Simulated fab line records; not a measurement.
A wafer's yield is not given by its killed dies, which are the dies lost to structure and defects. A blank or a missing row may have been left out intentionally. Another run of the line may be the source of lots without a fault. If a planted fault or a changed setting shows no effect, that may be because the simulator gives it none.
fab line records	flow n5Finfet
record: lots: 5	wafers: 15	lastDay: 18
route steps=1938 shown BEOL_M15@1777 PASSIVATION@1936
lots that met no fault: from a run of the same line without faults
startH: start of the lot's first displayed wafer, in hours after the record's first day	waitH: time in hours since the lot's previous step	" same as the row above	L1.1+2: a row that stands for several wafers	- no value present, or no start provided	* or withheld: withheld	< > ~ a bound
route shown NAME@n: names a module that has steps shown in the file, with the first one's number in the route	usual: mean/standard deviation taken from wafers without a fault	same: alike in all rows	chamber/n: place in a boat	sites: each site's reading	_std_site: their standard deviation	_edge_site: mean of outer sites minus mean of inner sites	radiusMm: for every site, how far away it sits from the centre of the wafer	mask NAME#n: copy n	behind: the most recent tool/chamber to have shaped the wafer	hold: why the lot was held/for how many hours/how that ended	device: transistor that didn't switch, given as n, p or np	end of line: the route-end tests of the same wafers	a step with no rows: only its recipe	killed: the dies lost at the first sort to structure and to defects; this is not the yield of the wafer	map: the dies of a wafer, with x for killed, . for not killed, _ for no die there
set.NAME: the setting as run; set.NAME@STEP: as run at that earlier step	model.NAME: the simulator's own value behind a step, which no gauge read
a table for each step, a row for each wafer; lots at some steps of the route
services: when a tool's chamber went out of use (startH, in hours from the record's first day, below 0 if earlier), for how many hours, and the reason
== steps ==
step: N5_BEOL_M15_EBR_06
recipe: solvent: PGMEA	ebrWidthMm: 1.5
step: N5_BEOL_M15_SOFTBAKE_05
recipe: tempC: 130	timeS: 60
step: N5_BEOL_M15_EXPOSE_07
recipe: maskId: V14	na: 0.8	sourceShape: annular	sigmaInner: 0.5	sigmaOuter: 0.8	polarization: unpolarized	attpsmPhaseDeg: 180	doseMj: 41.25
step: N5_BEOL_M15_PEB_08
recipe: pebTempC: 130	pebTimeS: 90
step: N5_BEOL_M15_DEVELOP_09
recipe: developTimeS: 45	rinseLiquid: diw	dry: airSpin	devTempC: 21
step: N5_BEOL_M15_HARDBAKE_14
recipe: tempC: 130	timeS: 120
step: N5_BEOL_M15_CD_MEAS_10
recipe: targetCdNm: 360	landingEnergyEv: 500	detector: seInlens	polarity: opening
usual: cdNm: 359.8/2.3
same: landingEnergyEv: 500
lot.wafer	tool	chamber	startH	waitH	cdNm
L209.1	cdSem-03	0	299.01	-	362.6
L209.2	"	0	"	"	360.5
L209.5	"	0	"	"	359.4
L213.1	cdSem-03	0	323.10	-	358.6
L213.3	"	0	"	"	361.9
L213.6	"	0	"	"	358.4
L218.1	cdSem-01	0	345.03	-	362.3
L218.4	"	0	"	"	355.9
L218.6	"	0	"	"	357.7
L225.2	cdSem-01	0	387.75	-	355.3
L225.3	"	0	"	"	359.0
L225.4	"	0	"	"	359.0
L226.4	cdSem-01	0	418.40	-	359.7
L226.5	"	0	"	"	362.4
L226.6	"	0	"	"	363.3
step: N5_BEOL_M15_OVL_MEAS_11
recipe: pointsPerWafer: 44
usual: V14_OVL: 1/5.2
lot.wafer	tool	chamber	startH	waitH	V14_OVL[nm]
L209.1	overlay-02	0	299.04	0.0	1
L209.2	"	0	"	"	1
L209.5	"	0	"	"	2
L213.1	overlay-02	0	323.14	0.0	2
L213.3	"	0	"	"	-4
L213.6	"	0	"	"	2
L218.1	overlay-01	0	345.06	0.0	-10
L218.4	"	0	"	"	-10
L218.6	"	0	"	"	-14
L225.2	overlay-01	0	387.77	0.0	4
L225.3	"	0	"	"	-2
L225.4	"	0	"	"	1
L226.4	overlay-02	0	418.43	0.0	0
L226.5	"	0	"	"	3
L226.6	"	0	"	"	1
step: N5_BEOL_M15_INSPECT_12
recipe: mode: adi	inspectInstrument: macro
usual: rawDefectCount: 1.9/1.4
lot.wafer	tool	chamber	startH	waitH	rawDefectCount
L209.1	defectInspect-01	-	299.07	0.0	1
L209.2	"	-	"	"	2
L209.5	"	-	"	"	0
L213.1	defectInspect-02	-	323.16	0.0	0
L213.3	"	-	"	"	2
L213.6	"	-	"	"	2
L218.1	defectInspect-02	-	345.08	0.0	2
L218.4	"	-	"	"	2
L218.6	"	-	"	"	2
L225.2	defectInspect-01	-	387.80	0.0	2
L225.3	"	-	"	"	4
L225.4	"	-	"	"	4
L226.4	defectInspect-01	-	418.45	0.0	4
L226.5	"	-	"	"	2
L226.6	"	-	"	"	2
step: N5_BEOL_M15_DESCUM_15
recipe: chemistry: O2	timeS: 7.9	sourcePowerW: 50	biasPowerW: 20	pressureMtorr: 20	rfFrequencyHz: 2.712e+07	tempC: 40	o2FlowSccm: 225
usual: biasPowerW: 20.01/0.06	drypumpMotorCurrentA: 5.6/0.48	oesProductAu: 0.81/0.082	rfVppV: 242.7/1.3	showerheadPlenumPTorr: 2.06/0.07	throttleValvePct: 20.4/0.33
lot.wafer	tool	chamber	startH	waitH	biasPowerW	drypumpMotorCurrentA	oesProductAu	rfHoursCounterH	rfVppV	showerheadPlenumPTorr	throttleValvePct
L209.1	rieDiel-02	0	299.10	0.0	20.13	6.0	0.72	212	243.0	2.05	20.7
L209.2	"	3	"	"	19.89	5.1	0.75	164	242.8	1.99	20.9
L209.5	"	0	"	"	20.10	6.0	0.73	-	243.7	2.05	20.7
L213.1	rieDiel-04	3	323.19	0.0	20.03	5.3	0.69	246	244.8	2.15	20.4
L213.3	"	2	"	"	20.00	6.2	0.95	5	244.1	2.15	20.4
L213.6	"	3	"	"	20.06	5.3	0.69	-	244.1	2.15	20.4
L218.1	rieDiel-04	0	345.31	0.2	19.96	5.6	0.87	44	241.8	2.06	20.7
L218.4	"	2	"	"	19.99	6.1	0.93	-	244.1	2.15	20.4
L218.6	"	0	"	"	20.00	5.6	0.86	-	242.8	2.06	20.7
L225.2	rieDiel-02	2	387.83	0.0	19.91	5.7	0.88	33	242.5	2.02	19.9
L225.3	"	1	"	"	19.92	5.9	0.78	134	243.6	2.02	20.3
L225.4	"	3	"	"	20.03	5.0	0.73	190	240.8	1.98	20.9
L226.4	rieDiel-02	0	418.48	0.0	19.93	6.0	0.69	247	242.4	2.04	20.8
L226.5	"	0	"	"	19.89	6.0	0.71	-	242.5	2.04	20.8
L226.6	"	3	"	"	20.08	5.1	0.73	-	241.3	1.98	20.9
step: N5_BEOL_M15_ETCH_59
recipe: chemistry: N2/H2	target: BARC	targetDepthA: 890	overetchA: 267	timeS: 67.9	ionEnergyEv: 200	pressureMtorr: 30	sourceW: 840	biasW: 150	n2FlowSccm: 200	h2FlowSccm: 200
usual: drypumpMotorCurrentA: 5.6/0.47	n2FlowSccm: 200.1/0.56	oesProductAu: 0.69/0.067	rfVppV: 523.0/2.2	showerheadPlenumPTorr: 2.51/0.087	throttleValvePct: 17.9/0.3
lot.wafer	tool	chamber	startH	waitH	drypumpMotorCurrentA	n2FlowSccm	oesProductAu	rfHoursCounterH	rfVppV	showerheadPlenumPTorr	throttleValvePct
L209.1	rieDiel-02	0	299.14	0.0	6.0	199.6	0.62	212	525.1	2.49	18.2
L209.2	"	3	"	"	5.1	199.6	0.64	164	521.0	2.42	18.3
L209.5	"	0	"	"	6.0	200.5	0.62	-	523.1	2.49	18.2
L213.1	rieDiel-04	3	323.23	0.0	5.3	200.0	0.59	246	526.5	2.63	18.0
L213.3	"	2	"	"	6.1	200.1	0.81	5	525.7	2.63	18.0
L213.6	"	3	"	"	5.3	200.1	0.59	-	526.3	2.63	18.0
L218.1	rieDiel-04	0	345.35	0.0	5.6	199.8	0.73	44	523.2	2.48	18.1
L218.4	"	2	"	"	6.1	199.2	0.79	-	525.3	2.63	18.0
L218.6	"	0	"	"	5.6	200.3	0.73	-	522.0	2.48	18.1
L225.2	rieDiel-02	2	387.87	0.0	5.8	200.6	0.75	33	521.7	2.50	17.5
L225.3	"	1	"	"	5.9	200.2	0.65	134	520.4	2.43	17.6
L225.4	"	3	"	"	5.1	199.0	0.62	191	520.7	2.41	18.3
L226.4	rieDiel-02	0	418.52	0.0	6.0	199.7	0.60	247	522.2	2.48	18.2
L226.5	"	0	"	"	6.0	199.2	0.60	-	522.9	2.48	18.3
L226.6	"	3	"	"	5.1	200.6	0.61	-	521.2	2.40	18.3
step: N5_BEOL_M15_VIA_ETCH_16
recipe: chemistry: C4F8/O2/Ar	target: SiO2	heInnerTorr: 15	heOuterTorr: 30	targetDepthA: 17922	timeS: withheld	ionEnergyEv: 800	pressureMtorr: 20	sourceW: 1905	biasW: 2040	Ar_flow_sccm: 400	C4F8_flow_sccm: 16	O2_flow_sccm: 12	ends: cleared
usual: C4F8_flow_sccm: 16.00/0.045	drypumpMotorCurrentA: 5.6/0.48	oes_o_777_au: 0.80/0.074	oesProductAu: 0.73/0.07	rfVppV: 2223/55	showerheadPlenumPTorr: 3.40/0.1	throttleValvePct: 31.0/0.45
lot.wafer	tool	chamber	startH	waitH	C4F8_flow_sccm	drypumpMotorCurrentA	oes_o_777_au	oesProductAu	rfVppV	showerheadPlenumPTorr	throttleValvePct
L209.1	rieDiel-02	0	299.19	0.0	16.03	6.0	0.71	0.65	2174	3.41	31.4
L209.2	"	3	"	"	16.07	5.0	0.73	0.68	2260	3.33	31.6
L209.5	"	0	"	"	15.99	6.0	0.71	0.66	2174	3.41	31.4
L213.1	rieDiel-04	3	323.28	0.0	15.97	5.3	0.70	0.62	2246	3.56	30.9
L213.3	"	2	"	"	15.98	6.1	0.94	0.85	2222	3.53	31.0
L213.6	"	3	"	"	16.10	5.3	0.70	0.62	2249	3.55	30.9
L218.1	rieDiel-04	0	345.40	0.0	16.02	5.6	0.89	0.77	2175	3.35	31.0
L218.4	"	2	"	"	16.04	6.1	0.90	0.83	2220	3.53	31.0
L218.6	"	0	"	"	16.02	5.6	0.89	0.76	2175	3.35	31.0
L225.2	rieDiel-02	2	387.92	0.0	15.94	5.8	0.82	0.79	2250	3.35	30.4
L225.3	"	1	"	"	16.02	5.9	0.79	0.70	2142	3.31	30.7
L225.4	"	3	"	"	16.03	5.1	0.71	0.66	2259	3.31	31.7
L226.4	rieDiel-02	0	418.57	0.0	16.02	6.0	0.70	0.63	2173	3.39	31.4
L226.5	"	0	"	"	15.97	6.0	0.69	0.64	2172	3.39	31.4
L226.6	"	3	"	"	16.03	5.1	0.70	0.66	2258	3.31	31.7
step: N5_BEOL_M15_STRIP_63
recipe: chemistry: O2	powerW: 600	tempC: 60	pressureMtorr: 30	rfFrequencyHz: 6e+07	biasPowerW: 0	overashFraction: 0.3	o2FlowSccm: 225
usual: chamberPressureMTorr: 30.00/0.043	drypumpMotorCurrentA: 5.6/0.48	oesProductAu: 0.81/0.082	rfVppV: 3.6/0.74	showerheadPlenumPTorr: 2.07/0.07	throttleValvePct: 16.7/0.33
same: biasPowerW: 0
lot.wafer	tool	chamber	startH	waitH	chamberPressureMTorr	drypumpMotorCurrentA	oesProductAu	rfHoursCounterH	rfVppV	showerheadPlenumPTorr	throttleValvePct
L209.1	rieDiel-02	0	299	-	30.02	6.0	0.72	212	3.8	2.05	17.0
L209.2	"	3	"	"	29.99	5.1	0.76	165	3.3	1.99	17.1
L209.5	"	0	"	"	30.03	6.0	0.74	-	3.6	2.05	17.0
L213.1	rieDiel-04	3	323	-	30.05	5.3	0.69	246	2.1	2.16	16.7
L213.3	"	2	"	"	30.01	6.1	0.95	5	3.3	2.15	16.6
L213.6	"	3	"	"	29.96	5.3	0.69	-	3.1	2.16	16.7
L218.1	rieDiel-04	0	345	-	29.99	5.5	0.86	44	2.7	2.07	16.9
L218.4	"	2	"	"	20.98	6.1	0.92	-	3.9	2.15	16.6
L218.6	"	0	"	"	29.99	5.5	0.86	-	3.9	2.07	16.9
L225.2	rieDiel-02	2	388	-	30.01	5.7	0.88	33	4.9	2.02	16.1
L225.3	"	1	"	"	29.99	5.9	0.77	134	4.0	2.02	16.5
L225.4	"	3	"	"	30.07	5.0	0.72	191	5.0	1.98	17.1
L226.4	rieDiel-02	0	418	-	30.04	5.9	0.71	247	2.7	2.04	17.1
L226.5	"	0	"	"	30.01	6.0	0.70	-	2.8	2.04	17.1
L226.6	"	3	"	"	29.99	5.1	0.73	-	3.1	1.98	17.1
step: N5_BEOL_M15_STRIP_64
recipe: chemistry: O2	powerW: 600	tempC: 60	pressureMtorr: 30	rfFrequencyHz: 6e+07	biasPowerW: 0	overashFraction: 0.3	o2FlowSccm: 225
usual: chamberPressureMTorr: 30.002/0.026	drypumpMotorCurrentA: 5.6/0.48	oesProductAu: 0.81/0.08	rfVppV: 3.7/0.47	showerheadPlenumPTorr: 2.07/0.07	throttleValvePct: 16.7/0.34
same: biasPowerW: 0
lot.wafer	tool	chamber	startH	waitH	chamberPressureMTorr	drypumpMotorCurrentA	oesProductAu	rfHoursCounterH	rfVppV	showerheadPlenumPTorr	throttleValvePct
L209.1	rieDiel-02	0	-	-	30.003	5.9	0.72	212	4.2	2.05	17.0
L209.2	"	3	"	"	30.055	5.1	0.74	165	4.2	1.99	17.1
L209.5	"	0	"	"	29.992	6.0	0.72	-	3.9	2.05	17.0
L213.1	rieDiel-04	3	-	-	30.021	5.3	0.70	246	3.4	2.15	16.7
L213.3	"	2	"	"	30.012	6.1	0.95	5	3.3	2.15	16.6
L213.6	"	3	"	"	30.081	5.3	0.69	-	4.3	2.15	16.7
L218.1	rieDiel-04	0	-	-	30.015	5.6	0.86	44	3.1	2.07	16.9
L218.4	"	2	"	"	30.012	6.1	0.92	-	3.7	2.15	16.6
L218.6	"	0	"	"	30.025	5.5	0.87	-	3.4	2.07	16.9
L225.2	rieDiel-02	2	-	-	30.056	5.8	0.88	33	3.6	2.02	16.1
L225.3	"	1	"	"	29.979	5.9	0.78	134	3.3	2.02	16.5
L225.4	"	3	"	"	30.049	5.0	0.73	191	3.6	1.98	17.1
L226.4	rieDiel-02	0	-	-	29.943	5.9	0.71	247	3.3	2.04	17.1
L226.5	"	0	"	"	30.001	6.0	0.71	-	3.3	2.04	17.1
L226.6	"	3	"	"	30.007	5.0	0.73	-	3.3	1.98	17.1
step: N5_PASSIVATION_PROBE_49
usual: defectLimitedYield: 90.5/1.7	killed_at_M0_to_M3: 37/12	killed_at_M4_up: 14/5.2	killedAtContacts: 12/5.9	killedAtFrontEnd: 45/14	killedAtOther: 3.5/2.8	killedDies: 112/21	killedOpen: 73/15	killedShort: 36/8.9	sort_bin_5_function: 5.6/1.2	sort_bin_6_memory: 3.5/0.68	sort_bin_8_speed: 0.01/0.1	sortNPass: 1068/21	sortYieldPct: 90.5/1.8
same: grossDies: 1180	killedAtBackSide: 0	sort_bin_4_leakage[%]: 0
lot.wafer	tool	chamber	startH	waitH	defectLimitedYield[%]	killed_at_M0_to_M3	killed_at_M4_up	killedAtContacts	killedAtFrontEnd	killedAtOther	killedDies	killedOpen	killedShort	sort_bin_5_function[%]	sort_bin_6_memory[%]	sort_bin_8_speed[%]	sortNPass	sortYieldPct[%]
L209.1	prober-02	-	319.63	0.0	88.0	50	8	6	76	2	142	88	54	7.4	3.9	0	1038	88.0
L209.2	prober-02	-	319.68	0.1	88.8	37	16	1	76	2	132	79	44	6.4	4.1	0	1048	88.8
L209.5	prober-02	-	319.83	0.2	89.6	44	8	11	59	1	123	82	38	6.1	3.6	0	1057	89.6
killed by level:class
L209.1 FIN_SAQP:geometricParticle:open=22 STI_FIN_REVEAL:geometricParticle:open=21 BEOL_M0_SAQP:geometricParticle:open=18 BEOL_M0_SAQP:geometricParticle:short=18 FIN_SAQP:geometricParticle:short=11 GATE_CUT:geometricParticle:short=11 BEOL_M3:geometricParticle:open=5 GATE_CUT:geometricParticle:open=4
L209.2 STI_FIN_REVEAL:geometricParticle:open=26 BEOL_M0_SAQP:geometricParticle:open=17 FIN_SAQP:geometricParticle:short=12 BEOL_M0_SAQP:geometricParticle:short=12 FIN_SAQP:geometricParticle:open=10 BEOL_M4:geometricParticle:open=9 HKMG_FIN:areaEtch=8 STI_FIN_REVEAL:geometricParticle:short=7
L209.5 STI_FIN_REVEAL:geometricParticle:open=22 BEOL_M0_SAQP:geometricParticle:short=17 BEOL_M0_SAQP:geometricParticle:open=13 FIN_SAQP:geometricParticle:open=12 FIN_SAQP:geometricParticle:short=11 MOL_CONTACT_COAG:geometricParticle:open=11 BEOL_M2:geometricParticle:open=8 STI_FIN_REVEAL:geometricParticle:short=4
== services ==
tool	chamber	startH	hours	kind
rieDiel-04	2	276.19	-	clean
rieDiel-04	2	276.19	-	consumableReplace:focusRing
rieDiel-04	2	276.19	25.5	scheduledDown
rieDiel-04	2	276.19	25.5	ventCycle
rieDiel-04	3	338.27	-	clean
rieDiel-04	3	338.27	-	consumableReplace:focusRing
rieDiel-04	3	338.27	27.4	scheduledDown
rieDiel-04	3	338.27	27.4	ventCycle
rieDiel-04	1	393.86	2.4	repair
== key ==
firstSign: step: N5_BEOL_M15_STRIP_63	reading: chamberPressureMTorr	direction: down	sigmas: 99+	usual: *	struck: *
effect none on later readings
metAt N5_BEOL_M15_STRIP_63
struckWafers L218.4
onsetBetween 323 345
fault: kind: processParameterDrift	tool: rieDiel-04	chamber: 2	onsetH: 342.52	steps: N5_BEOL_M15_STRIP_63	channel: pressureMtorr	offset: *	shape: step	endH: 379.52	actsIn: *	stated: *
